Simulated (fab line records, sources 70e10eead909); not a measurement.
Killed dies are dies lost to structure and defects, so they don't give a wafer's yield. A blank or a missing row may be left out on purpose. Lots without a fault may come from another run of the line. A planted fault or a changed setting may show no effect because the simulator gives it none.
fab line records | flow nand_harc | part 1 of 2: steps 1 to 25 of 33
record lots=5 wafers=15 last_day=25
route steps=1159 shown A_M1@1051 A_BONDPAD@1059
lots that met no fault: from a run of the same line without faults
start_h: hours from the record's first day to the start of the lot's first wafer shown | wait_h: hours since the lot's step before | " the same as in the row above | L1.1+2: a row that stands for several wafers | - no value, or no start given | * or withheld: withheld | < > ~ a bound
route shown NAME@n: a module of which the file shows steps, and the number in the route of the first | usual: mean/standard deviation of fault-free wafers | same: alike in all rows | chamber/n: place in a boat | sites: the reading at each site | _std_site: their standard deviation | _edge_site: outer sites' mean less inner sites' | radius_mm: how far each site lies from the wafer's centre | mask NAME#n: copy n | behind: the tool/chamber that last shaped the wafer | hold: why the lot was held/for how many hours/how that ended | device: the transistor (n, p or np) that didn't switch | end of line: the same wafers' tests at the end of the route | a step without rows: its recipe alone | killed: dies lost to structure and defects at the first sort, not the wafer's yield | map: a wafer's dies, x killed, . not, _ none there
set.NAME: the setting as run; set.NAME@STEP: as run at that earlier step | model.NAME: the simulator's own value behind a step, which no gauge read
lots at some steps of the route; a table a step, a row a wafer
services: from which hour (start_h, from the record's first day; less than 0 if before it) a tool's chamber was out of use, for how many hours, and why
## steps
# step NHARC_A_M1_ANNEAL_31
# recipe temp_c=225 time_s=90
# usual wafer_temp_C_max=226.1/0.38
# columns lot.wafer tool chamber start_h wait_h wafer_temp_C_max
L081.1 rtp_anneal-01 0 451.92 0.3 226.0
L081.2 " 0 " " 226.0
L081.5 " 0 " " 225.8
L084.1 rtp_anneal-01 0 473.39 - 225.9
L084.4 " 0 " " 225.9
L084.6 " 0 " " 226.3
L092.2 rtp_anneal-02 0 504.36 0.3 226.9
L092.3 " 0 " " 226.5
L092.4 " 0 " " 226.4
L093.2 rtp_anneal-02 0 508.69 - 226.2
L093.4 " 0 " " 226.7
L093.6 " 0 " " 226.7
L095.3 rtp_anneal-01 0 525.59 - 226.2
L095.4 " 0 " " 226.0
L095.6 " 0 " " 226.0
# step NHARC_A_M1_CMP_23
# recipe t_overpolish_s=20 target_thk_nm=154.34
# usual motor_current_A=11.9/0.84 time_to_endpoint_s=28.7/2.6
# columns lot.wafer tool chamber start_h wait_h motor_current_A time_to_endpoint_s
L081.1 cmp-03 1 452.29 - 11.7 28.4
L081.2 " 3 " " 12.2 28.5
L081.5 " 0 " " 10.6 28.4
L084.1 cmp-04 2 473.76 - 10.9 26.6
L084.4 " 3 " " 11.8 26.4
L084.6 " 1 " " 12.6 24.2
L092.2 cmp-03 1 504.66 - 11.9 32.6
L092.3 " 2 " " 12.5 29.1
L092.4 " 0 " " 10.7 28.8
L093.2 cmp-04 1 508.98 - 12.7 27.6
L093.4 " 0 " " 12.8 24.5
L093.6 " 2 " " 10.6 24.2
L095.3 cmp-04 2 525.83 - 11.0 27.9
L095.4 " 1 " " 11.6 29.5
L095.6 " 3 " " 11.4 27.0
# step NHARC_A_M1_THK_MEAS_24
# recipe thk_meas_gauge=xrf
# usual thk_nm=154.2/1.8
# columns lot.wafer tool chamber start_h wait_h thk_nm
L081.1 film_metro-01 - 452.58 - 156.7
L081.2 " - " " 153.7
L081.5 " - " " 153.6
L084.1 film_metro-01 - 474.05 - 152.8
L084.4 " - " " 150.6
L084.6 " - " " 153.3
L092.2 film_metro-01 - 504.98 - 154.2
L092.3 " - " " 155.0
L092.4 " - " " 156.8
L093.2 film_metro-02 - 509.30 - 156.6
L093.4 " - " " 151.3
L093.6 " - " " 154.1
L095.3 film_metro-02 - 526.14 - 153.7
L095.4 " - " " 153.2
L095.6 " - " " 154.1
# step NHARC_A_M1_SRD_25
# columns lot.wafer tool chamber start_h wait_h
L081.1+5+2 wet_bench-08 1,3,5 452.62 0.0
L084.6+1+4 wet_bench-10 0,1,4 474.09 0.0
L092.4+2+3 wet_bench-08 7,3,4 505.02 0.0
L093.6+2+4 wet_bench-10 2,6,7 509.34 0.0
L095.6+3+4 wet_bench-10 6,1,3 526.18 0.0
# step NHARC_A_M1_INSPECT_27
# usual raw_defect_count=460/130
# columns lot.wafer tool chamber start_h wait_h raw_defect_count
L081.1 defect_inspect-01 - 452.73 0.0 390
L081.2 " - " " 330
L081.5 " - " " 374
L084.1 defect_inspect-01 - 474.21 0.0 402
L084.4 " - " " 350
L084.6 " - " " 486
L092.2 defect_inspect-01 - 505.13 0.0 494
L092.3 " - " " 623
L092.4 " - " " 521
L093.2 defect_inspect-01 - 509.46 0.0 1002
L093.4 " - " " 689
L093.6 " - " " 623
L095.3 defect_inspect-01 - 526.30 0.0 292
L095.4 " - " " 418
L095.6 " - " " 259
# step NHARC_A_M1_PRE_CLEAN_32
# recipe time_s=12 temp_c=370 rf_power_w=300 gas=NH3
# usual heater_power_w=576/83
# columns lot.wafer tool chamber start_h wait_h heater_power_w
L081.2 pecvd-02 1 452.80 0.1 535
L081.1 " 0 " " 583
L081.5 " 0 " " 575
L084.1 pecvd-01 2 474.30 0.1 684
L084.6 " 0 " " 674
L084.4 " 2 " " 667
L092.2 pecvd-02 0 505.20 0.1 587
L092.3 " 1 " " 521
L092.4 " 0 " " 598
L093.2 pecvd-01 1 509.53 0.1 436
L093.6 " 2 " " 683
L093.4 " 0 " " 703
L095.3 pecvd-01 0 526.80 0.5 703
L095.6 " 0 " " 699
L095.4 " 1 " " 414
# step NHARC_A_M1_DEP_33
# recipe target_thk_a=300 temp_c=370 target_thk_nm=30 pressure_torr=3 flow_sccm=200 rf_w=450 material=SiCN
# usual heater_power_w=528/84 showerhead_vpp_V=1265/73
# columns lot.wafer tool chamber start_h wait_h heater_power_w showerhead_vpp_V
L081.2 pecvd-02 1 452.88 0.1 427 1341
L081.1 " 0 " " 517 1208
L081.5 " 0 " " 525 1215
L084.1 pecvd-01 2 474.44 0.1 625 1252
L084.6 " 0 " " 540 1339
L084.4 " 2 " " 648 1273
L092.2 pecvd-02 0 505.28 0.1 540 1213
L092.3 " 1 " " 441 1344
L092.4 " 0 " " 546 1198
L093.2 pecvd-01 1 509.61 0.1 424 1289
L093.6 " 2 " " 648 1285
L093.4 " 0 " " 600 1323
L095.3 pecvd-01 0 526.91 0.1 648 1318
L095.6 " 0 " " 647 1330
L095.4 " 1 " " 394 1283
# step NHARC_A_BONDPAD_DEP_00
# recipe target_thk_a=2500 temp_c=370 target_thk_nm=250 pressure_torr=3 flow_sccm=200 rf_w=450 material=SiCN
# usual heater_power_w=538/63 showerhead_vpp_V=1301/81
# columns lot.wafer tool chamber start_h wait_h heater_power_w showerhead_vpp_V
L081.2 pecvd-03 1 453.43 - 544 1369
L081.1 " 2 " " 568 1340
L081.5 " 0 " " 567 1353
L084.1 pecvd-04 0 475.01 - 424 1382
L084.6 " 2 " " 514 1186
L084.4 " 0 " " 441 1367
L092.3 pecvd-03 2 505.85 - 621 1315
L092.2 " 0 " " 588 1416
L092.4 " 0 " " 483 1386
L093.2 pecvd-02 1 510.28 - 453 1316
L093.6 " 2 " " 514 1158
L093.4 " 0 " " 437 1190
L095.3 pecvd-03 0 527.51 - 568 1376
L095.6 " 1 " " 555 1333
L095.4 " 0 " " 565 1398
# step NHARC_A_BONDPAD_CMP_29
# recipe target_thk_nm=200 material=SiCN
# usual motor_current_A=11.9/1.2
# columns lot.wafer tool chamber start_h wait_h motor_current_A
L081.2 cmp-04 1 453.84 - 13.1
L081.1 " 2 " " 11.4
L081.5 " 1 " " 12.0
L084.4 cmp-02 0 475.49 - 9.4
L084.1 " 1 " " 12.9
L084.6 " 3 " " 14.0
L092.2 cmp-03 3 506.26 - 12.2
L092.4 " 0 " " 10.8
L092.3 " 2 " " 12.8
L093.2 cmp-04 2 510.65 - 11.1
L093.4 " 3 " " 11.8
L093.6 " 1 " " 12.4
L095.3 cmp-03 1 527.88 - 11.9
L095.4 " 2 " " 12.5
L095.6 " 0 " " 10.5
# step NHARC_A_BONDPAD_THK_MEAS_30
# recipe thk_meas_gauge=ellipsometry
# usual thk_nm=200.0/1.3
# columns lot.wafer tool chamber start_h wait_h thk_nm
L081.1 film_metro-02 - 454.09 0.2 199.6
L081.2 " - " " 198.6
L081.5 " - " " 200.4
L084.1 film_metro-01 - 475.71 0.2 199.8
L084.4 " - " " 199.7
L084.6 " - " " 200.1
L092.2 film_metro-01 - 506.51 0.2 201.2
L092.3 " - " " 199.2
L092.4 " - " " 200.6
L093.2 film_metro-01 - 510.85 0.2 199.0
L093.4 " - " " 200.3
L093.6 " - " " 200.2
L095.3 film_metro-01 - 528.08 0.2 202.8
L095.4 " - " " 199.5
L095.6 " - " " 200.4
# step NHARC_A_BONDPAD_SRD_31
# columns lot.wafer tool chamber start_h wait_h
L081.2+5+1 wet_bench-08 5,6,7 454.13 0.0
L084.6+4+1 wet_bench-10 4,5,6 475.76 0.0
L092.3+4+2 wet_bench-08 0,3,5 506.55 0.0
L093.2+4+6 wet_bench-10 5,7,0 510.90 0.0
L095.6+3+4 wet_bench-10 2,4,5 528.12 0.0
# step NHARC_A_BONDPAD_DEHYDRATE_01
# recipe temp_c=150 time_s=120
# usual exhaust_pa=45.0/0.89
# columns lot.wafer tool chamber start_h wait_h exhaust_pa
L081.1 litho_track-03 0 454.21 0.1 45.6
L081.2 " 0 " " 45.0
L081.5 " 0 " " 45.2
L084.1 litho_track-07 0 475.84 0.1 44.4
L084.4 " 0 " " 44.8
L084.6 " 0 " " 44.4
L092.2 litho_track-02 0 506.63 0.1 44.9
L092.3 " 0 " " 44.4
L092.4 " 0 " " 44.7
L093.2 litho_track-02 0 510.98 0.1 46.1
L093.4 " 0 " " 45.2
L093.6 " 0 " " 45.2
L095.3 litho_track-02 0 528.20 0.1 45.6
L095.4 " 0 " " 46.0
L095.6 " 0 " " 46.1
# step NHARC_A_BONDPAD_HMDS_02
# recipe time_s=30
# usual exhaust_pa=45.0/0.92
# columns lot.wafer tool chamber start_h wait_h exhaust_pa
L081.1 litho_track-03 0 - - 45.4
L081.2 " 0 " " 45.9
L081.5 " 0 " " 45.4
L084.1 litho_track-07 0 - - 47.1
L084.4 " 0 " " 44.9
L084.6 " 0 " " 45.3
L092.2 litho_track-02 0 - - 44.0
L092.3 " 0 " " 44.0
L092.4 " 0 " " 44.3
L093.2 litho_track-02 0 - - 45.8
L093.4 " 0 " " 45.4
L093.6 " 0 " " 46.8
L095.3 litho_track-02 0 - - 44.8
L095.4 " 0 " " 46.2
L095.6 " 0 " " 46.0
# step NHARC_A_BONDPAD_COAT_33
# recipe temp_c=200 time_s=65
# usual exhaust_pa=45.1/0.9
# columns lot.wafer tool chamber start_h wait_h exhaust_pa
L081.1 litho_track-03 0 - - 45.0
L081.2 " 0 " " 44.1
L081.5 " 0 " " 44.9
L084.1 litho_track-07 0 - - 45.6
L084.4 " 0 " " 47.5
L084.6 " 0 " " 46.5
L092.2 litho_track-02 0 - - 44.5
L092.3 " 0 " " 45.7
L092.4 " 0 " " 44.1
L093.2 litho_track-02 0 - - 42.4
L093.4 " 0 " " 44.1
L093.6 " 0 " " 43.8
L095.3 litho_track-02 0 - - 45.4
L095.4 " 0 " " 45.4
L095.6 " 0 " " 43.5
# step NHARC_A_BONDPAD_COAT_03
# recipe spin_rpm=2000 resist_thk_nm=600
# usual exhaust_pa=45.2/0.85
# columns lot.wafer tool chamber start_h wait_h exhaust_pa
L081.1 litho_track-03 0 - - 44.5
L081.2 " 0 " " 45.3
L081.5 " 0 " " 46.1
L084.1 litho_track-07 0 - - 46.1
L084.4 " 0 " " 43.6
L084.6 " 0 " " 44.4
L092.2 litho_track-02 0 - - 45.9
L092.3 " 0 " " 46.6
L092.4 " 0 " " 45.6
L093.2 litho_track-02 0 - - 45.6
L093.4 " 0 " " 45.2
L093.6 " 0 " " 45.1
L095.3 litho_track-02 0 - - 44.6
L095.4 " 0 " " 45.1
L095.6 " 0 " " 44.4
# step NHARC_A_BONDPAD_SOFTBAKE_04
# recipe temp_c=125 time_s=70
# usual exhaust_pa=44.9/0.89
# columns lot.wafer tool chamber start_h wait_h exhaust_pa
L081.1 litho_track-03 0 - - 44.5
L081.2 " 0 " " 44.2
L081.5 " 0 " " 44.5
L084.1 litho_track-07 0 - - 47.3
L084.4 " 0 " " 45.7
L084.6 " 0 " " 44.9
L092.2 litho_track-02 0 - - 43.9
L092.3 " 0 " " 43.9
L092.4 " 0 " " 45.2
L093.2 litho_track-02 0 - - 45.0
L093.4 " 0 " " 45.3
L093.6 " 0 " " 44.0
L095.3 litho_track-02 0 - - 46.0
L095.4 " 0 " " 45.6
L095.6 " 0 " " 45.8
# step NHARC_A_BONDPAD_EBR_05
# usual exhaust_pa=45.3/0.91
# columns lot.wafer tool chamber start_h wait_h exhaust_pa
L081.1 litho_track-03 0 - - 45.8
L081.2 " 0 " " 46.5
L081.5 " 0 " " 45.8
L084.1 litho_track-07 0 - - 45.2
L084.4 " 0 " " 45.8
L084.6 " 0 " " 45.0
L092.2 litho_track-02 0 - - 45.4
L092.3 " 0 " " 45.3
L092.4 " 0 " " 46.8
L093.2 litho_track-02 0 - - 46.3
L093.4 " 0 " " 46.0
L093.6 " 0 " " 45.3
L095.3 litho_track-02 0 - - 45.6
L095.4 " 0 " " 46.5
L095.6 " 0 " " 45.7
# step NHARC_A_BONDPAD_EXPOSE_06
# recipe na=0.55 dose_mj=36.99 mask_id=A_BPAD
# usual exposure_dose_mJ_cm2=36.97/0.032 reticle_temp_C=23.02/0.1
# columns lot.wafer tool chamber start_h wait_h mask exposure_dose_mJ_cm2 reticle_temp_C
L081.1 krf_scanner-01 0 454.38 - A_BPAD#0 36.95 23.03
L081.2 " 0 " " A_BPAD#0 36.99 23.23
L081.5 " 0 " " A_BPAD#0 36.97 23.17
L084.1 krf_scanner-04 0 476.13 - A_BPAD#0 37.03 22.97
L084.4 " 0 " " A_BPAD#0 37.00 22.99
L084.6 " 0 " " A_BPAD#0 36.94 23.02
L092.2 krf_scanner-03 0 506.92 - A_BPAD#0 37.01 22.89
L092.3 " 0 " " A_BPAD#0 36.97 23.06
L092.4 " 0 " " A_BPAD#0 36.95 22.79
L093.2 krf_scanner-01 0 511.28 - A_BPAD#0 37.03 23.08
L093.4 " 0 " " A_BPAD#0 37.02 23.18
L093.6 " 0 " " A_BPAD#0 36.99 23.14
L095.3 krf_scanner-03 0 528.38 - A_BPAD#0 36.98 23.01
L095.4 " 0 " " A_BPAD#0 36.95 22.96
L095.6 " 0 " " A_BPAD#0 36.95 23.04
# step NHARC_A_BONDPAD_PEB_07
# recipe peb_temp_c=128 peb_time_s=80
# usual exhaust_pa=45.1/0.86
# columns lot.wafer tool chamber start_h wait_h exhaust_pa
L081.1 litho_track-07 0 454.44 0.1 44.4
L081.2 " 0 " " 43.5
L081.5 " 0 " " 45.3
L084.1 litho_track-03 0 476.19 0.1 45.2
L084.4 " 0 " " 44.0
L084.6 " 0 " " 43.8
L092.2 litho_track-03 0 506.98 0.1 45.8
L092.3 " 0 " " 45.0
L092.4 " 0 " " 44.4
L093.2 litho_track-02 0 511.34 0.1 45.2
L093.4 " 0 " " 45.7
L093.6 " 0 " " 46.1
L095.3 litho_track-02 0 528.43 0.1 45.4
L095.4 " 0 " " 43.7
L095.6 " 0 " " 44.8
# step NHARC_A_BONDPAD_DEVELOP_08
# recipe time_s=50 dev_temp_c=22
# usual exhaust_pa=45.1/0.75
# columns lot.wafer tool chamber start_h wait_h exhaust_pa
L081.1 litho_track-07 0 - - 45.6
L081.2 " 0 " " 45.8
L081.5 " 0 " " 45.3
L084.1 litho_track-03 0 - - 46.0
L084.4 " 0 " " 45.4
L084.6 " 0 " " 47.1
L092.2 litho_track-03 0 - - 44.0
L092.3 " 0 " " 44.5
L092.4 " 0 " " 44.1
L093.2 litho_track-02 0 - - 44.4
L093.4 " 0 " " 45.2
L093.6 " 0 " " 44.3
L095.3 litho_track-02 0 - - 46.2
L095.4 " 0 " " 44.5
L095.6 " 0 " " 45.7
# step NHARC_A_BONDPAD_CD_MEAS_09
# recipe target_cd_nm=500 landing_energy_ev=500
# usual cd_nm=500.2/1.9
# columns lot.wafer tool chamber start_h wait_h cd_nm
L081.1 cd_sem-03 0 454.54 - 501.6
L081.2 " 0 " " 500.6
L081.5 " 0 " " 502.8
L084.1 cd_sem-01 0 476.28 - 500.5
L084.4 " 0 " " 498.3
L084.6 " 0 " " 500.8
L092.2 cd_sem-02 0 507.07 - 500.2
L092.3 " 0 " " 499.1
L092.4 " 0 " " 497.4
L093.2 cd_sem-03 0 511.43 - 497.8
L093.4 " 0 " " 501.2
L093.6 " 0 " " 500.4
L095.3 cd_sem-01 0 528.52 - 503.6
L095.4 " 0 " " 502.2
L095.6 " 0 " " 503.2
# step NHARC_A_BONDPAD_OVL_MEAS_35
# usual overlay_x_nm=1/7.1 overlay_y_nm=0/5.3
# columns lot.wafer tool chamber start_h wait_h overlay_x_nm overlay_y_nm
L081.1 overlay-02 - 454.63 - -8 -6
L081.2 " - " " -8 -6
L081.5 " - " " -9 -6
L084.1 overlay-01 - 476.37 - 2 -1
L084.4 " - " " 1 0
L084.6 " - " " 1 -1
L092.2 overlay-01 - 507.16 - -1 8
L092.3 " - " " -1 9
L092.4 " - " " 0 8
L093.2 overlay-01 - 511.52 - -11 8
L093.4 " - " " -11 8
L093.6 " - " " -10 7
L095.3 overlay-02 - 528.61 - 17 -10
L095.4 " - " " 17 -9
L095.6 " - " " 17 -9
# step NHARC_A_BONDPAD_HARDBAKE_10
# recipe temp_c=118 time_s=65
# usual exhaust_pa=45.1/0.86
# columns lot.wafer tool chamber start_h wait_h exhaust_pa
L081.1 litho_track-03 0 454.67 0.0 44.5
L081.2 " 0 " " 45.2
L081.5 " 0 " " 43.8
L084.1 litho_track-03 0 476.41 0.0 44.5
L084.4 " 0 " " 45.5
L084.6 " 0 " " 46.3
L092.2 litho_track-02 0 507.21 0.0 44.5
L092.3 " 0 " " 44.5
L092.4 " 0 " " 43.0
L093.2 litho_track-03 0 511.56 0.0 45.0
L093.4 " 0 " " 45.4
L093.6 " 0 " " 44.3
L095.3 litho_track-02 0 528.66 0.0 44.5
L095.4 " 0 " " 45.0
L095.6 " 0 " " 45.7
# step NHARC_A_BONDPAD_DESCUM_11
# recipe time_s=3 o2_flow_sccm=200 ar_flow_sccm=0 bias_power_w=0 chemistry=O2
# usual drypump_motor_current_A=5.6/0.52 oes_product_au=0.999/0.012 rf_vpp_V=57.8/0.84 showerhead_plenum_p_Torr=1.90/0.056 throttle_valve_pct=11.312/0.0091
# columns lot.wafer tool chamber start_h wait_h drypump_motor_current_A oes_product_au rf_hours_counter_h rf_vpp_V showerhead_plenum_p_Torr throttle_valve_pct
L081.1 rie_diel-01 1 454.75 - 6.3 0.999 5 57.9 1.88 11.305
L081.2 " 0 " " 5.1 1.005 5 57.8 1.93 11.300
L081.5 " 2 " " 5.2 0.999 - 58.7 1.85 11.310
L084.1 rie_diel-01 3 476.50 - 5.3 1.001 6 58.2 1.87 11.306
L084.4 " 0 " " 5.1 1.011 6 57.3 1.93 11.308
L084.6 " 2 " " 5.2 1.005 - 56.9 1.85 11.315
L092.2 rie_diel-01 3 507.28 - 5.3 1.000 0 57.3 1.87 11.318
L092.4 " 0 " " 5.2 1.021 0 58.9 1.93 11.298
L092.3 " 2 " " 5.2 0.985 0 59.8 1.85 11.323
L093.2 rie_diel-01 0 511.64 - 5.1 1.022 0 57.4 1.93 11.319
L093.4 " 1 " " 6.3 0.989 0 57.6 1.87 11.309
L093.6 " 0 " " 5.1 1.026 - 58.0 1.93 11.307
L095.4 rie_diel-01 1 528.74 - 6.3 0.979 1 57.1 1.87 11.318
L095.3 " 2 " " 5.3 0.993 1 57.9 1.85 11.319
L095.6 " 0 " " 5.2 1.023 - 57.4 1.93 11.330
# step NHARC_A_BONDPAD_ETCH_34
# recipe target_depth_a=600 overetch_a=180 time_s=65.91 ion_energy_ev=200 n2_flow_sccm=150 h2_flow_sccm=150 ar_flow_sccm=0 rf_w=400 bias_w=150 chemistry=N2/H2
# usual drypump_motor_current_A=5.6/0.52 oes_product_au=1.000/0.012 rf_vpp_V=430.2/2 showerhead_plenum_p_Torr=2.03/0.065 throttle_valve_pct=14.171/0.0091
# columns lot.wafer tool chamber start_h wait_h drypump_motor_current_A oes_product_au rf_hours_counter_h rf_vpp_V showerhead_plenum_p_Torr throttle_valve_pct
L081.2 rie_diel-01 2 454.84 0.1 5.2 1.007 5 428.4 1.97 14.158
L081.1 " 0 " " 5.1 1.023 5 431.8 2.06 14.196
L081.5 " 3 " " 5.3 0.990 - 428.8 2.00 14.166
L084.1 rie_diel-01 1 476.58 0.1 6.3 1.001 6 429.3 2.00 14.173
L084.4 " 2 " " 5.2 1.004 6 428.3 1.97 14.174
L084.6 " 1 " " 6.3 1.004 - 428.6 2.00 14.187
L092.2 rie_diel-01 1 507.37 0.1 6.3 0.988 0 430.4 2.00 14.178
L092.4 " 3 " " 5.3 0.994 0 430.7 2.00 14.174
L092.3 " 0 " " 5.2 1.016 0 431.8 2.06 14.196
L093.2 rie_diel-01 0 511.72 0.1 5.2 1.019 0 430.7 2.06 14.168
L093.4 " 2 " " 5.3 0.993 1 429.1 1.97 14.166
L093.6 " 1 " " 6.3 0.986 - 429.4 2.00 14.175
L095.3 rie_diel-01 1 528.82 0.1 6.3 0.988 1 428.8 2.00 14.175
L095.4 " 3 " " 5.3 0.985 1 427.9 2.00 14.162
L095.6 " 1 " " 6.4 0.988 - 429.1 2.00 14.159
